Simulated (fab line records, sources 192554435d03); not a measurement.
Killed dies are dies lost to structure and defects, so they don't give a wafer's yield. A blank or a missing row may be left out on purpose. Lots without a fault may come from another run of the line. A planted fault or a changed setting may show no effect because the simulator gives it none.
fab line records | flow n5_finfet | part 1 of 2: steps 1 to 30 of 36
record lots=5 wafers=15 last_day=21
route steps=1938 shown WELL_APT@38 PMOS_HMC_CHANNEL_EPI@57
lots that met no fault: from a run of the same line without faults
start_h: hours from the record's first day to the start of the lot's first wafer shown | wait_h: hours since the lot's step before | " the same as in the row above | L1.1+2: a row that stands for several wafers | - no value, or no start given | * or withheld: withheld | < > ~ a bound
route shown NAME@n: a module of which the file shows steps, and the number in the route of the first | usual: mean/standard deviation of fault-free wafers | same: alike in all rows | chamber/n: place in a boat | sites: the reading at each site | _std_site: their standard deviation | _edge_site: outer sites' mean less inner sites' | radius_mm: how far each site lies from the wafer's centre | mask NAME#n: copy n | behind: the tool/chamber that last shaped the wafer | hold: why the lot was held/for how many hours/how that ended | device: the transistor (n, p or np) that didn't switch | end of line: the same wafers' tests at the end of the route | a step without rows: its recipe alone | killed: dies lost to structure and defects at the first sort, not the wafer's yield | map: a wafer's dies, x killed, . not, _ none there
set.NAME: the setting as run; set.NAME@STEP: as run at that earlier step | model.NAME: the simulator's own value behind a step, which no gauge read
lots at some steps of the route; a table a step, a row a wafer
services: from which hour (start_h, from the record's first day; less than 0 if before it) a tool's chamber was out of use, for how many hours, and why
## steps
# step N5_WELL_APT_SOFTBAKE_20
# recipe temp_c=130 time_s=60
# columns lot.wafer tool chamber start_h wait_h
L082.2+4+5 litho_track-02 0 - -
L084.2+4+6 litho_track-02 0 - -
L091.1+2+5 litho_track-05 0 - -
L094.2+5+6 litho_track-02 0 - -
L097.1+4+5 litho_track-05 0 - -
# step N5_WELL_APT_EXPOSE_22
# recipe mask_id=PWELL na=0.8 source_shape=conventional sigma_outer=0.8 polarization=unpolarized defocus_nm=0 target_cd_nm=200 dose_mj=23.2
# columns lot.wafer tool chamber start_h wait_h mask
L082.2+4+5 krf_scanner-01 0 62.88 - PWELL#0
L084.2+4+6 krf_scanner-01 0 75.28 - PWELL#0
L091.1+2+5 krf_scanner-01 0 117.28 - PWELL#0
L094.2+5+6 krf_scanner-02 0 135.29 - PWELL#0
L097.1+4+5 krf_scanner-01 0 152.76 - PWELL#0
# step N5_WELL_APT_PEB_23
# recipe peb_temp_c=130 peb_time_s=90
# columns lot.wafer tool chamber start_h wait_h
L082.2+4+5 litho_track-03 0 62.94 0.0
L084.2+4+6 litho_track-02 0 75.33 0.0
L091.1+2+5 litho_track-05 0 117.33 0.1
L094.2+5+6 litho_track-02 0 135.34 0.0
L097.1+4+5 litho_track-03 0 152.82 0.1
# step N5_WELL_APT_DEVELOP_24
# recipe develop_time_s=45 rinse_liquid=surfactant_rinse dry=air_spin dev_temp_c=21
# columns lot.wafer tool chamber start_h wait_h
L082.2+4+5 litho_track-03 0 - -
L084.2+4+6 litho_track-02 0 - -
L091.1+2+5 litho_track-05 0 - -
L094.2+5+6 litho_track-02 0 - -
L097.1+4+5 litho_track-03 0 - -
# step N5_WELL_APT_HARDBAKE_29
# recipe temp_c=130 time_s=120
# columns lot.wafer tool chamber start_h wait_h
L082.2+4+5 litho_track-03 0 - -
L084.2+4+6 litho_track-02 0 - -
L091.1+2+5 litho_track-05 0 - -
L094.2+5+6 litho_track-02 0 - -
L097.1+4+5 litho_track-03 0 - -
# step N5_WELL_APT_CD_MEAS_25
# recipe target_cd_nm=200 landing_energy_ev=500 detector=se_inlens
# usual cd_nm=200.0/2.7
# columns lot.wafer tool chamber start_h wait_h cd_nm
L082.2 cd_sem-02 0 63.05 - 202.0
L082.4 " 0 " " 200.6
L082.5 " 0 " " 200.7
L084.2 cd_sem-03 0 75.45 - 202.4
L084.4 " 0 " " 202.4
L084.6 " 0 " " 198.9
L091.1 cd_sem-02 0 117.45 - 201.6
L091.2 " 0 " " 204.3
L091.5 " 0 " " 204.0
L094.2 cd_sem-02 0 135.46 - 197.5
L094.5 " 0 " " 194.5
L094.6 " 0 " " 200.4
L097.1 cd_sem-01 0 152.93 - 202.1
L097.4 " 0 " " 203.4
L097.5 " 0 " " 199.6
# step N5_WELL_APT_OVL_MEAS_26
# recipe points_per_wafer=44
# usual PWELL_OVL=-1/5
# columns lot.wafer tool chamber start_h wait_h PWELL_OVL[nm]
L082.2 overlay-01 0 63.08 0.0 0
L082.4 " 0 " " 3
L082.5 " 0 " " 1
L084.2 overlay-02 0 75.48 0.0 -2
L084.4 " 0 " " 2
L084.6 " 0 " " 2
L091.1 overlay-02 0 117.48 0.0 3
L091.2 " 0 " " -2
L091.5 " 0 " " -7
L094.2 overlay-02 0 135.49 0.0 -3
L094.5 " 0 " " 0
L094.6 " 0 " " 0
L097.1 overlay-02 0 152.96 0.0 -7
L097.4 " 0 " " 2
L097.5 " 0 " " 4
# step N5_WELL_APT_INSPECT_27
# recipe mode=adi inspect_instrument=macro
# usual raw_defect_count=2.3/1.4
# columns lot.wafer tool chamber start_h wait_h raw_defect_count
L082.2 defect_inspect-02 - 63.10 0.0 1
L082.4 " - " " 3
L082.5 " - " " 2
L084.2 defect_inspect-01 - 75.50 0.0 4
L084.4 " - " " 3
L084.6 " - " " 2
L091.1 defect_inspect-02 - 117.50 0.0 4
L091.2 " - " " 4
L091.5 " - " " 4
L094.2 defect_inspect-02 - 135.51 0.0 3
L094.5 " - " " 4
L094.6 " - " " 4
L097.1 defect_inspect-02 - 152.99 0.0 2
L097.4 " - " " 3
L097.5 " - " " 0
# step N5_WELL_APT_DESCUM_30
# recipe chemistry=O2 time_s=7.9 source_power_w=50 bias_power_w=20 pressure_mtorr=20 rf_frequency_hz=2.712e+07 temp_c=40 o2_flow_sccm=225
# usual drypump_motor_current_A=5.9/0.43 oes_product_au=0.81/0.1 rf_vpp_V=243.5/1.5 showerhead_plenum_p_Torr=2.12/0.08 throttle_valve_pct=20.34/0.29
# columns lot.wafer tool chamber start_h wait_h drypump_motor_current_A oes_product_au rf_hours_counter_h rf_vpp_V showerhead_plenum_p_Torr throttle_valve_pct
L082.2 rie_diel-05 1 63.14 0.0 6.2 0.68 240 242.0 1.98 20.76
L082.4 " 0 " " 5.7 0.87 23 244.6 2.23 20.03
L082.5 " 1 " " 6.2 0.68 - 241.5 1.98 20.77
L084.2 rie_diel-01 3 75.54 0.0 6.4 0.77 136 242.9 2.11 20.16
L084.4 " 0 " " 6.2 0.87 42 242.9 2.22 20.22
L084.6 " 1 " " 5.9 0.71 - 243.6 2.10 20.84
L091.1 rie_diel-05 1 117.59 0.1 6.2 0.67 254 241.1 1.97 20.79
L091.2 " 0 " " 5.7 0.84 36 244.7 2.22 20.06
L091.5 " 1 " " 6.2 0.68 - 240.0 1.97 20.80
L094.2 rie_diel-01 1 135.54 0.0 6.0 0.70 214 243.1 2.09 20.86
L094.5 " 3 " " 6.4 0.76 - 242.0 2.10 20.17
L094.6 " 0 " " 6.2 0.84 - 246.0 2.21 20.25
L097.1 rie_diel-05 0 153.02 0.0 5.7 0.82 50 244.7 2.22 20.07
L097.4 " 3 " " 6.7 0.92 12 246.0 2.26 20.38
L097.5 " 0 " " 5.7 0.82 - 246.2 2.22 20.06
# step N5_WELL_APT_IMPLANT_31
# recipe species=B energy_kev=60 dose_cm2=1.5e+13 tilt_deg=0 rotation_deg=0
# usual tilt_deg=-0.001/0.017
# columns lot.wafer tool chamber start_h wait_h tilt_deg
L082.2 implanter-01 0 63.27 0.1 -0.044
L082.4 " 0 " " -0.025
L082.5 " 0 " " -0.024
L084.2 implanter-02 0 75.66 0.1 -0.006
L084.4 " 0 " " -0.003
L084.6 " 0 " " -0.040
L091.1 implanter-02 0 117.68 0.1 -0.001
L091.2 " 0 " " 0.036
L091.5 " 0 " " 0.016
L094.2 implanter-02 0 135.67 0.1 0.004
L094.5 " 0 " " -0.011
L094.6 " 0 " " -0.005
L097.1 implanter-01 0 153.12 0.1 0.002
L097.4 " 0 " " 0.005
L097.5 " 0 " " 0.004
# step N5_WELL_APT_IMPLANT_32
# recipe species=BF2 energy_kev=50 dose_cm2=2e+13 tilt_deg=0 rotation_deg=0
# usual tilt_deg=0.004/0.022
# columns lot.wafer tool chamber start_h wait_h tilt_deg
L082.2 implanter-01 0 63.45 0.1 -0.038
L082.4 " 0 " " -0.026
L082.5 " 0 " " -0.026
L084.2 implanter-02 0 75.84 0.1 -0.003
L084.4 " 0 " " -0.029
L084.6 " 0 " " -0.026
L091.1 implanter-02 0 117.86 0.1 0.029
L091.2 " 0 " " 0.007
L091.5 " 0 " " 0.005
L094.2 implanter-02 0 135.85 0.1 -0.007
L094.5 " 0 " " -0.003
L094.6 " 0 " " -0.012
L097.1 implanter-01 0 153.30 0.1 0.019
L097.4 " 0 " " -0.016
L097.5 " 0 " " -0.036
# step N5_WELL_APT_STRIP_33
# recipe chemistry=SPM time_s=900 temp_c=130 h2so4_h2o2_vol_ratio=4 dry=ipa_marangoni
# columns lot.wafer tool chamber start_h wait_h
L082.2+4+5 wet_bench-01 6,2,3 63.62 0.1
L084.2+4+6 wet_bench-01 3,2,4 76.02 0.1
L091.1+2+5 wet_bench-04 1,6,0 118.07 0.2
L094.2+5+6 wet_bench-04 6,3,0 136.03 0.1
L097.1+4+5 wet_bench-06 4,2,3 153.51 0.2
# step N5_WELL_APT_RTA_34
# recipe temp_c=1000 time_s=10 ambient=N2 idle_temp_c=600 ramp_up_c_per_s=150 ramp_down_c_per_s=60 cool_to_c=600
# usual lamp_power_pct=13.01/0.048 lamp_zone_5_pct=13.00/0.032 wafer_temp_C_max=1003.7/1.1
# columns lot.wafer tool chamber start_h wait_h lamp_power_pct lamp_zone_5_pct wafer_temp_C_max
L082.2 rtp_anneal-02 0 64.17 0.0 13.01 13.01 1003.6
L082.4 " 0 " " 12.96 13.04 1002.8
L082.5 " 0 " " 12.96 13.02 1002.6
L084.2 rtp_anneal-02 0 76.32 0.0 13.03 13.00 1004.6
L084.4 " 0 " " 12.97 13.02 1005.1
L084.6 " 0 " " 13.12 12.98 1004.0
L091.1 rtp_anneal-02 0 118.35 0.0 12.96 13.03 1003.3
L091.2 " 0 " " 13.02 12.99 1004.6
L091.5 " 0 " " 12.98 12.95 1004.5
L094.2 rtp_anneal-02 0 136.33 0.0 12.96 12.99 1005.6
L094.5 " 0 " " 12.97 13.05 1003.5
L094.6 " 0 " " 13.09 13.05 1004.2
L097.1 rtp_anneal-02 0 153.85 0.1 13.01 12.99 1002.3
L097.4 " 0 " " 12.94 13.00 1003.7
L097.5 " 0 " " 13.09 12.99 1003.8
# step N5_WELL_APT_OXIDE_STRIP_42
# recipe chemistry=dHF dilution=25:1 time_s=45 temp_c=25 target=SiO2 target_depth_a=120
# columns lot.wafer tool chamber start_h wait_h
L082.2+4+5 wet_bench-06 2,7,1 64.31 0.1
L084.2+4+6 wet_bench-06 3,4,0 76.44 0.1
L091.1+2+5 wet_bench-04 3,5,0 118.49 0.1
L094.2+5+6 wet_bench-04 1,5,0 136.45 0.1
L097.1+4+5 wet_bench-01 3,5,0 153.99 0.1
# step N5_WELL_APT_PRECLEAN_36
# recipe chemistry=O3/DIW time_s=45 temp_c=22 o3_ppm=10
# columns lot.wafer tool chamber start_h wait_h
L082.2+4+5 wet_bench-06 2,7,1 64.32 0.0
L084.2+4+6 wet_bench-06 3,4,0 76.46 0.0
L091.1+2+5 wet_bench-04 3,5,0 118.51 0.0
L094.2+5+6 wet_bench-04 1,5,0 136.47 0.0
L097.1+4+5 wet_bench-01 3,5,0 154.01 0.0
# step N5_WELL_APT_PRECLEAN_39
# recipe chemistry=dHF time_s=60 dilution=150:1 temp_c=25
# columns lot.wafer tool chamber start_h wait_h
L082.2+4+5 wet_bench-06 2,7,1 64.34 0.0
L084.2+4+6 wet_bench-06 3,4,0 76.47 0.0
L091.1+2+5 wet_bench-04 3,5,0 118.52 0.0
L094.2+5+6 wet_bench-04 1,5,0 136.48 0.0
L097.1+4+5 wet_bench-01 3,5,0 154.02 0.0
# step N5_WELL_APT_SRD_37
# recipe dry=ipa_marangoni do_ppb=5 time_s=30 temp_c=23 rinse_liquid=diw
# usual do_ppb=5.00/0.051
# columns lot.wafer tool chamber start_h wait_h do_ppb
L082.2 wet_bench-06 2 64.35 0.0 4.99
L082.4 " 7 " " 4.93
L082.5 " 1 " " 5.00
L084.2 wet_bench-06 3 76.49 0.0 5.04
L084.4 " 4 " " 4.93
L084.6 " 0 " " 5.01
L091.1 wet_bench-04 3 118.54 0.0 5.01
L091.2 " 5 " " 4.92
L091.5 " 0 " " 5.10
L094.2 wet_bench-04 1 136.50 0.0 5.15
L094.5 " 5 " " 4.96
L094.6 " 0 " " 5.08
L097.1 wet_bench-01 3 154.04 0.0 5.03
L097.4 " 5 " " 4.95
L097.5 " 0 " " 4.99
# step N5_WELL_APT_EPI_41
# recipe material=Si target_thk_a=500 temp_c=650 precursor=SiH4/H2 pressure_torr=20 time_s=297.7
# usual susceptor_temp_C_max=651.5/0.59 throttle_valve_pct=11.34/0.29
# columns lot.wafer tool chamber start_h wait_h susceptor_temp_C_max throttle_valve_pct
L082.2 epi_rpcvd-03 0 64.50 0.1 652.3 11.33
L082.4 " 0 " " 651.8 11.04
L082.5 " 0 " " 652.5 10.90
L084.2 epi_rpcvd-03 0 76.64 0.1 652.7 11.02
L084.4 " 0 " " 652.4 10.68
L084.6 " 0 " " 651.5 11.19
L091.1 epi_rpcvd-04 0 118.58 0.0 651.4 11.82
L091.2 " 0 " " 651.2 11.65
L091.5 " 0 " " 651.7 11.60
L094.2 epi_rpcvd-03 0 136.65 0.1 651.9 11.12
L094.5 " 0 " " 652.1 10.94
L094.6 " 0 " " 652.1 11.07
L097.1 epi_rpcvd-03 0 154.09 0.0 651.8 11.09
L097.4 " 0 " " 652.2 11.15
L097.5 " 0 " " 651.8 11.36
# step N5_WELL_APT_INSPECT_38
# recipe inspect_instrument=darkfield mode=post_epi
# usual raw_defect_count=14/4.9
# columns lot.wafer tool chamber start_h wait_h raw_defect_count
L082.2 defect_inspect-01 - 65.04 0.4 18
L082.4 " - " " 14
L082.5 " - " " 15
L084.2 defect_inspect-01 - 77.18 0.4 9
L084.4 " - " " 9
L084.6 " - " " 13
L091.1 defect_inspect-01 - 119.22 0.5 17
L091.2 " - " " 15
L091.5 " - " " 16
L094.2 defect_inspect-01 - 137.19 0.4 12
L094.5 " - " " 13
L094.6 " - " " 6
L097.1 defect_inspect-01 - 154.73 0.5 17
L097.4 " - " " 12
L097.5 " - " " 12
# step N5_PMOS_HMC_CHANNEL_EPI_HM_DEP_34
# recipe material=SiO2 target_thk_a=360 temp_c=400 precursor=TEOS/O2 pressure_torr=6.5 rf_w=900 teos_flow_sccm=161.4 gas=O2 flow_sccm=2650 time_s=6.9
# usual heater_power_outer_w=311/74 heater_power_w=580/130 showerhead_plenum_p_Torr=8.34/0.039 throttle_valve_pct=18.8/0.77
# columns lot.wafer tool chamber start_h wait_h heater_power_outer_w heater_power_w showerhead_plenum_p_Torr since_wet_clean_h throttle_valve_pct
L082.2 pecvd-03 1 65.07 0.0 257 433 8.33 1675 19.5
L082.4 " 2 " " 352 647 8.41 - 17.2
L082.5 " 0 " " 217 412 8.34 - 19.0
L084.2 pecvd-03 1 77.21 0.0 282 479 8.36 1687 19.8
L084.4 " 1 " " 281 481 8.32 - 19.9
L084.6 " 0 " " 150 328 8.32 - 18.9
L091.1 pecvd-04 0 119.26 0.0 350 720 8.32 642 18.7
L091.2 " 1 " " 296 588 8.27 1367 19.7
L091.5 " 2 " " 363 729 8.36 - 18.9
L094.2 pecvd-02 2 137.22 0.0 297 585 8.35 450 18.3
L094.5 " 0 " " 286 549 8.33 - 19.0
L094.6 " 2 " " 295 578 8.38 - 18.0
L097.1 pecvd-04 1 154.76 0.0 289 584 8.28 1402 19.5
L097.4 " 0 " " 451 850 8.31 - 18.9
L097.5 " 2 " " 331 696 8.34 - 18.7
# step N5_PMOS_HMC_CHANNEL_EPI_COAT_31
# recipe resist=BARC temp_c=205 time_s=60 spin_rpm=1500 resist_thk_nm=66
# columns lot.wafer tool chamber start_h wait_h
L082.2+4+5 litho_track-03 0 65.13 0.0
L084.2+4+6 litho_track-04 0 77.27 0.0
L091.1+2+5 litho_track-03 0 119.31 0.0
L094.2+5+6 litho_track-03 0 137.28 0.0
L097.1+4+5 litho_track-01 0 154.82 0.0
# step N5_PMOS_HMC_CHANNEL_EPI_COAT_03
# recipe resist=CAR-ArF-block spin_rpm=1500 resist_thk_nm=205
# columns lot.wafer tool chamber start_h wait_h
L082.2+4+5 litho_track-03 0 - -
L084.2+4+6 litho_track-04 0 - -
L091.1+2+5 litho_track-03 0 - -
L094.2+5+6 litho_track-03 0 - -
L097.1+4+5 litho_track-01 0 - -
# step N5_PMOS_HMC_CHANNEL_EPI_EBR_05
# recipe solvent=PGMEA ebr_width_mm=1.5
# columns lot.wafer tool chamber start_h wait_h
L082.2+4+5 litho_track-03 0 - -
L084.2+4+6 litho_track-04 0 - -
L091.1+2+5 litho_track-03 0 - -
L094.2+5+6 litho_track-03 0 - -
L097.1+4+5 litho_track-01 0 - -
# step N5_PMOS_HMC_CHANNEL_EPI_SOFTBAKE_04
# recipe temp_c=110 time_s=60 resist=CAR-ArF-block
# columns lot.wafer tool chamber start_h wait_h
L082.2+4+5 litho_track-03 0 - -
L084.2+4+6 litho_track-04 0 - -
L091.1+2+5 litho_track-03 0 - -
L094.2+5+6 litho_track-03 0 - -
L097.1+4+5 litho_track-01 0 - -
# step N5_PMOS_HMC_CHANNEL_EPI_EXPOSE_06
# recipe mask_id=PMOS_HMC_BLK na=1.35 source_shape=conventional sigma_outer=0.8 polarization=unpolarized target_cd_nm=240 dose_mj=41
# columns lot.wafer tool chamber start_h wait_h mask
L082.2+4+5 arfi_scanner-03 0 65.36 - PMOS_HMC_BLK#0
L084.2+4+6 arfi_scanner-02 0 77.37 - PMOS_HMC_BLK#0
L091.1+2+5 arfi_scanner-01 0 119.54 - PMOS_HMC_BLK#0
L094.2+5+6 arfi_scanner-01 0 137.39 - PMOS_HMC_BLK#0
L097.1+4+5 arfi_scanner-03 0 154.92 - PMOS_HMC_BLK#0
# step N5_PMOS_HMC_CHANNEL_EPI_PEB_07
# recipe peb_temp_c=110 peb_time_s=60 resist=CAR-ArF-block
# columns lot.wafer tool chamber start_h wait_h
L082.2+4+5 litho_track-01 0 65.41 0.0
L084.2+4+6 litho_track-03 0 77.43 0.0
L091.1+2+5 litho_track-03 0 119.59 0.1
L094.2+5+6 litho_track-01 0 137.44 0.0
L097.1+4+5 litho_track-01 0 154.97 0.1
# step N5_PMOS_HMC_CHANNEL_EPI_DEVELOP_08
# recipe develop_time_s=30 developer=TMAH resist=CAR-ArF-block dev_temp_c=23 rinse_liquid=diw dry=air_spin
# columns lot.wafer tool chamber start_h wait_h
L082.2+4+5 litho_track-01 0 - -
L084.2+4+6 litho_track-03 0 - -
L091.1+2+5 litho_track-03 0 - -
L094.2+5+6 litho_track-01 0 - -
L097.1+4+5 litho_track-01 0 - -
# step N5_PMOS_HMC_CHANNEL_EPI_CD_MEAS_09
# recipe target_cd_nm=237.4 landing_energy_ev=500 detector=se_inlens
# usual cd_nm=236.9/0.97
# columns lot.wafer tool chamber start_h wait_h cd_nm
L082.2 cd_sem-03 0 65.48 - 236.4
L082.4 " 0 " " 236.8
L082.5 " 0 " " 236.4
L084.2 cd_sem-03 0 77.49 - 237.9
L084.4 " 0 " " 238.4
L084.6 " 0 " " 237.8
L091.1 cd_sem-03 0 119.66 - 237.0
L091.2 " 0 " " 237.5
L091.5 " 0 " " 236.4
L094.2 cd_sem-03 0 137.50 - 237.5
L094.5 " 0 " " 236.6
L094.6 " 0 " " 236.6
L097.1 cd_sem-01 0 155.04 - 236.7
L097.4 " 0 " " 238.9
L097.5 " 0 " " 237.5
# step N5_PMOS_HMC_CHANNEL_EPI_OVL_MEAS_10
# recipe points_per_wafer=44
# usual PMOS_HMC_BLK_OVL=-0.2/0.79
# columns lot.wafer tool chamber start_h wait_h PMOS_HMC_BLK_OVL[nm]
L082.2 overlay-01 0 65.51 0.0 0.4
L082.4 " 0 " " -0.2
L082.5 " 0 " " -1.0
L084.2 overlay-02 0 77.52 0.0 -1.3
L084.4 " 0 " " -0.6
L084.6 " 0 " " -0.8
L091.1 overlay-02 0 119.69 0.0 -0.3
L091.2 " 0 " " 0.0
L091.5 " 0 " " -0.8
L094.2 overlay-01 0 137.53 0.0 -0.5
L094.5 " 0 " " -0.8
L094.6 " 0 " " 0.0
L097.1 overlay-02 0 155.07 0.0 0.3
L097.4 " 0 " " 0.1
L097.5 " 0 " " -0.1
# step N5_PMOS_HMC_CHANNEL_EPI_INSPECT_11
# recipe mode=adi inspect_instrument=macro
# usual raw_defect_count=2.2/1.5
# columns lot.wafer tool chamber start_h wait_h raw_defect_count
L082.2 defect_inspect-02 - 65.53 0.0 2
L082.4 " - " " 4
L082.5 " - " " 2
L084.2 defect_inspect-02 - 77.55 0.0 1
L084.4 " - " " 2
L084.6 " - " " 2
L091.1 defect_inspect-01 - 119.71 0.0 3
L091.2 " - " " 3
L091.5 " - " " 0
L094.2 defect_inspect-02 - 137.56 0.0 0
L094.5 " - " " 1
L094.6 " - " " 1
L097.1 defect_inspect-02 - 155.11 0.0 2
L097.4 " - " " 4
L097.5 " - " " 4
